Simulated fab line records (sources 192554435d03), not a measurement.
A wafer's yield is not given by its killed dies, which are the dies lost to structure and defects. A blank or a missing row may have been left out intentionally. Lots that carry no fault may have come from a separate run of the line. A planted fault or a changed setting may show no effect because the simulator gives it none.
Matching of chambers | flow n5-finfet | N5_BEOL_M5_ALD_86 on ald-metal-03: 3 sister chambers
The step deposits TaN, pulse time 2 s, purge time 3 s, co reactant purge time 2 s. 3 wafers are shown with their chamber, then 9 later ones without.

== WAFERS WITH THEIR CHAMBER ==
wafer  | chamber | heater-power-w (W)
L083.4 | 0       | 400
L085.5 | 1       | 419
L085.6 | 2       | 411

== WAFERS MISSING THEIR CHAMBER ==
wafer  | heater-power-w (W)
L086.1 | 392
L086.2 | 422
L086.4 | 401
L093.1 | 397
L093.4 | 419
L093.6 | 391
L097.1 | 404
L097.2 | 428
L097.3 | 427

== THE CHAMBER EACH PASSED THROUGH ==
wafer  | from the rows above          | in truth
L086.1 | can't be placed: 0 or 2      | 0
L086.2 | can't be placed: 1 or 2      | 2
L086.4 | can't be placed: 0 or 2      | 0
L093.1 | can't be placed: 0 or 2      | 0
L093.4 | can't be placed: 1 or 2      | 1
L093.6 | can't be placed: 0 or 2      | 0
L097.1 | can't be placed: 0 or 2 or 1 | 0
L097.2 | can't be placed: 1 or 2      | 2
L097.3 | can't be placed: 1 or 2      | 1
Correctly placed: 0 of 9. From these rows, 9 cannot be placed; in 9 the true chamber is one of the candidates. Placed wrongly: 0.
How it was worked out, from the rows above alone: a wafer's distance from a chamber is the root of the sum, over the readings, of the square of ((its reading less the chamber's mean) divided by the reading's scatter). If the next closest chamber is less than 2 further off than the closest, the wafer can't be placed; otherwise it belongs to the closest. Each chamber's mean is taken over the wafers shown for it. The scatter: root of mean squared gap, hidden wafer to nearest shown wafer, with one shown wafer a chamber.
